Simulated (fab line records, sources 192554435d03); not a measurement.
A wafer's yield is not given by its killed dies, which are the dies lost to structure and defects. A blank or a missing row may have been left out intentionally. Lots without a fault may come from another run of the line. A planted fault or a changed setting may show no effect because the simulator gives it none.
Split-lot study :: flow n5 finfet :: 39 wafers read across 7 lots, on a route 1938 steps long

## ABOUT THE SPLIT
At N5_BEOL_M7_DEP_56 (deposits SiCN from 3MS/NH3, target thk 10 nm, time 17.5 s), the setting target thk a was moved away from the recipe's 100 angstrom on 12 of the 39 wafers read, by -34.4% to +43.4%. The other wafers ran this setting at the recipe's value.

Reading taken at the split's own step.

## THE READING
SiCN_of_BEOL_M7_DEP_56.thk nm (the simulator's own value, which no gauge read), in nm, at N5_BEOL_M7_DEP_56 (deposits SiCN from 3MS/NH3, target thk 10 nm, time 17.5 s). The file does not state a usual value for it. The 27 wafers here that ran the recipe average 10.0 nm, standard deviation 0.15 nm.

wafer: L074.1
tool, chamber at the split: pecvd-01, 0
target thk a as run, angstrom: 118
against the recipe: +18.0%
SiCN_of_BEOL_M7_DEP_56.thk nm, nm: 11.8
against lot-mates on the recipe: +1.6

wafer: L074.2
tool, chamber at the split: pecvd-01, 1,2,2
target thk a as run, angstrom: 100
against the recipe: recipe
SiCN_of_BEOL_M7_DEP_56.thk nm, nm: 10.2
against lot-mates on the recipe: -

wafer: L074.3
tool, chamber at the split: pecvd-01, 1,2,2
target thk a as run, angstrom: 100
against the recipe: recipe
SiCN_of_BEOL_M7_DEP_56.thk nm, nm: 10.2
against lot-mates on the recipe: -

wafer: L074.4
tool, chamber at the split: pecvd-01, 1,2,2
target thk a as run, angstrom: 100
against the recipe: recipe
SiCN_of_BEOL_M7_DEP_56.thk nm, nm: 10.2
against lot-mates on the recipe: -

wafer: L074.5
tool, chamber at the split: pecvd-01, 0,1
target thk a as run, angstrom: 118
against the recipe: +18.0%
SiCN_of_BEOL_M7_DEP_56.thk nm, nm: 12
against lot-mates on the recipe: +1.8

wafer: L074.6
tool, chamber at the split: pecvd-01, 0,1
target thk a as run, angstrom: 118
against the recipe: +18.0%
SiCN_of_BEOL_M7_DEP_56.thk nm, nm: 12
against lot-mates on the recipe: +1.8

wafer: L075.1
tool, chamber at the split: pecvd-04, 0
target thk a as run, angstrom: 65.62
against the recipe: -34.4%
SiCN_of_BEOL_M7_DEP_56.thk nm, nm: 6.6
against lot-mates on the recipe: -3.3

wafer: L075.2
tool, chamber at the split: pecvd-04, 2,0
target thk a as run, angstrom: 100
against the recipe: recipe
SiCN_of_BEOL_M7_DEP_56.thk nm, nm: 10
against lot-mates on the recipe: -

wafer: L075.5
tool, chamber at the split: pecvd-04, 2,0
target thk a as run, angstrom: 100
against the recipe: recipe
SiCN_of_BEOL_M7_DEP_56.thk nm, nm: 10
against lot-mates on the recipe: -

wafer: L075.3
tool, chamber at the split: pecvd-04, 1
target thk a as run, angstrom: 100
against the recipe: recipe
SiCN_of_BEOL_M7_DEP_56.thk nm, nm: 9.6
against lot-mates on the recipe: -

wafer: L075.4
tool, chamber at the split: pecvd-04, 1
target thk a as run, angstrom: 65.62
against the recipe: -34.4%
SiCN_of_BEOL_M7_DEP_56.thk nm, nm: 6.4
against lot-mates on the recipe: -3.5

wafer: L075.6
tool, chamber at the split: pecvd-04, 2
target thk a as run, angstrom: 65.62
against the recipe: -34.4%
SiCN_of_BEOL_M7_DEP_56.thk nm, nm: 6.8
against lot-mates on the recipe: -3.1

wafer: L083.1
tool, chamber at the split: pecvd-01, 0,2
target thk a as run, angstrom: 100
against the recipe: recipe
SiCN_of_BEOL_M7_DEP_56.thk nm, nm: 10
against lot-mates on the recipe: -

wafer: L083.2
tool, chamber at the split: pecvd-01, 0,2
target thk a as run, angstrom: 100
against the recipe: recipe
SiCN_of_BEOL_M7_DEP_56.thk nm, nm: 10
against lot-mates on the recipe: -

wafer: L083.5
tool, chamber at the split: pecvd-01, 2
target thk a as run, angstrom: 100
against the recipe: recipe
SiCN_of_BEOL_M7_DEP_56.thk nm, nm: 10.2
against lot-mates on the recipe: -

wafer: L089.1
tool, chamber at the split: pecvd-04, 2
target thk a as run, angstrom: 100
against the recipe: recipe
SiCN_of_BEOL_M7_DEP_56.thk nm, nm: 9.8
against lot-mates on the recipe: -

wafer: L089.2
tool, chamber at the split: pecvd-04, 1,0
target thk a as run, angstrom: 137
against the recipe: +37.0%
SiCN_of_BEOL_M7_DEP_56.thk nm, nm: 13.4
against lot-mates on the recipe: +3.5

wafer: L089.3
tool, chamber at the split: pecvd-04, 1,0
target thk a as run, angstrom: 137
against the recipe: +37.0%
SiCN_of_BEOL_M7_DEP_56.thk nm, nm: 13.4
against lot-mates on the recipe: +3.5

wafer: L089.4
tool, chamber at the split: pecvd-04, 2,0
target thk a as run, angstrom: 100
against the recipe: recipe
SiCN_of_BEOL_M7_DEP_56.thk nm, nm: 10
against lot-mates on the recipe: -

wafer: L089.6
tool, chamber at the split: pecvd-04, 2,0
target thk a as run, angstrom: 100
against the recipe: recipe
SiCN_of_BEOL_M7_DEP_56.thk nm, nm: 10
against lot-mates on the recipe: -

wafer: L089.5
tool, chamber at the split: pecvd-04, 1
target thk a as run, angstrom: 137
against the recipe: +37.0%
SiCN_of_BEOL_M7_DEP_56.thk nm, nm: 13.8
against lot-mates on the recipe: +3.9

wafer: L091.1
tool, chamber at the split: pecvd-03, 2,0,0
target thk a as run, angstrom: 100
against the recipe: recipe
SiCN_of_BEOL_M7_DEP_56.thk nm, nm: 9.8
against lot-mates on the recipe: -

wafer: L091.2
tool, chamber at the split: pecvd-03, 2,0,0
target thk a as run, angstrom: 100
against the recipe: recipe
SiCN_of_BEOL_M7_DEP_56.thk nm, nm: 9.8
against lot-mates on the recipe: -

wafer: L091.4
tool, chamber at the split: pecvd-03, 2,0,0
target thk a as run, angstrom: 100
against the recipe: recipe
SiCN_of_BEOL_M7_DEP_56.thk nm, nm: 9.8
against lot-mates on the recipe: -

wafer: L091.3
tool, chamber at the split: pecvd-03, 1,2,1
target thk a as run, angstrom: 100
against the recipe: recipe
SiCN_of_BEOL_M7_DEP_56.thk nm, nm: 10
against lot-mates on the recipe: -

wafer: L091.5
tool, chamber at the split: pecvd-03, 1,2,1
target thk a as run, angstrom: 100
against the recipe: recipe
SiCN_of_BEOL_M7_DEP_56.thk nm, nm: 10
against lot-mates on the recipe: -

wafer: L091.6
tool, chamber at the split: pecvd-03, 1,2,1
target thk a as run, angstrom: 100
against the recipe: recipe
SiCN_of_BEOL_M7_DEP_56.thk nm, nm: 10
against lot-mates on the recipe: -

wafer: L092.1
tool, chamber at the split: pecvd-04, 2
target thk a as run, angstrom: 143.4
against the recipe: +43.4%
SiCN_of_BEOL_M7_DEP_56.thk nm, nm: 14.2
against lot-mates on the recipe: +4.1

wafer: L092.2
tool, chamber at the split: pecvd-04, 1,0
target thk a as run, angstrom: 100
against the recipe: recipe
SiCN_of_BEOL_M7_DEP_56.thk nm, nm: 10
against lot-mates on the recipe: -

wafer: L092.3
tool, chamber at the split: pecvd-04, 1,0
target thk a as run, angstrom: 100
against the recipe: recipe
SiCN_of_BEOL_M7_DEP_56.thk nm, nm: 10
against lot-mates on the recipe: -

wafer: L092.4
tool, chamber at the split: pecvd-04, 2,1
target thk a as run, angstrom: 143.4
against the recipe: +43.4%
SiCN_of_BEOL_M7_DEP_56.thk nm, nm: 14.4
against lot-mates on the recipe: +4.3

wafer: L092.5
tool, chamber at the split: pecvd-04, 2,1
target thk a as run, angstrom: 143.4
against the recipe: +43.4%
SiCN_of_BEOL_M7_DEP_56.thk nm, nm: 14.4
against lot-mates on the recipe: +4.3

wafer: L092.6
tool, chamber at the split: pecvd-04, 0
target thk a as run, angstrom: 100
against the recipe: recipe
SiCN_of_BEOL_M7_DEP_56.thk nm, nm: 10.2
against lot-mates on the recipe: -

wafer: L094.1
tool, chamber at the split: pecvd-03, 2,0,0
target thk a as run, angstrom: 100
against the recipe: recipe
SiCN_of_BEOL_M7_DEP_56.thk nm, nm: 10
against lot-mates on the recipe: -

wafer: L094.3
tool, chamber at the split: pecvd-03, 2,0,0
target thk a as run, angstrom: 100
against the recipe: recipe
SiCN_of_BEOL_M7_DEP_56.thk nm, nm: 10
against lot-mates on the recipe: -

wafer: L094.4
tool, chamber at the split: pecvd-03, 2,0,0
target thk a as run, angstrom: 100
against the recipe: recipe
SiCN_of_BEOL_M7_DEP_56.thk nm, nm: 10
against lot-mates on the recipe: -

wafer: L094.2
tool, chamber at the split: pecvd-03, 1
target thk a as run, angstrom: 100
against the recipe: recipe
SiCN_of_BEOL_M7_DEP_56.thk nm, nm: 9.8
against lot-mates on the recipe: -

wafer: L094.5
tool, chamber at the split: pecvd-03, 2,1
target thk a as run, angstrom: 100
against the recipe: recipe
SiCN_of_BEOL_M7_DEP_56.thk nm, nm: 10.2
against lot-mates on the recipe: -

wafer: L094.6
tool, chamber at the split: pecvd-03, 2,1
target thk a as run, angstrom: 100
against the recipe: recipe
SiCN_of_BEOL_M7_DEP_56.thk nm, nm: 10.2
against lot-mates on the recipe: -
Rows listing several chambers each stand for several wafers; the file does not say which wafer went through which chamber.

FIT RESULTS
A straight line over all 39 wafers: SiCN_of_BEOL_M7_DEP_56.thk nm changes by +0.0988 nm for each +1% of target thk a; r = +1.00; the points scatter about the line by 0.16 nm.
The same after taking each lot's own level away (the mean of its wafers on the recipe; 39 wafers): +0.0969 nm for each +1%; r = +1.00; scatter 0.13 nm.
On that fit, the largest move of target thk a shifts the reading by 4.2 nm.
Measured against the standard deviation above, the lots' own levels, which go from 9.87 to 10.20 nm, span 2.2 times it.
So the lot-to-lot level changes the slope little: the two slopes agree.
Check: +4.23 nm against its lot-mates is what the line predicts for one of the wafers moved furthest among these (+43.4%) when that wafer is left out of the fit. Against them it came out at +4.13 nm.

## OTHER SPLITS ON THESE WAFERS
Before the reading, these wafers also passed through other splits. Each is held against what the fit with the lots' levels taken away leaves over:
other split on the same wafers: N5_ZERO_LAYER_DEVELOP_10 develop time s
wafers away from the commonest value: 15
r with SiCN_of_BEOL_M7_DEP_56.thk nm (lot level and that fit taken away): +0.21

other split on the same wafers: N5_SD_EPI_N_ETCH_45 target depth a
wafers away from the commonest value: 15
r with SiCN_of_BEOL_M7_DEP_56.thk nm (lot level and that fit taken away): +0.04

other split on the same wafers: N5_SDB_ALD_29 ald cycles
wafers away from the commonest value: 9
r with SiCN_of_BEOL_M7_DEP_56.thk nm (lot level and that fit taken away): +0.29

other split on the same wafers: N5_BEOL_M0_SAQP_PECVD_03 time s
wafers away from the commonest value: 9
r with SiCN_of_BEOL_M7_DEP_56.thk nm (lot level and that fit taken away): -0.28

## FILE'S OWN FIT
SiCN_of_BEOL_M7_DEP_56.thk nm changes by +0.0971 nm for each +1% of target thk a, r = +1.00.
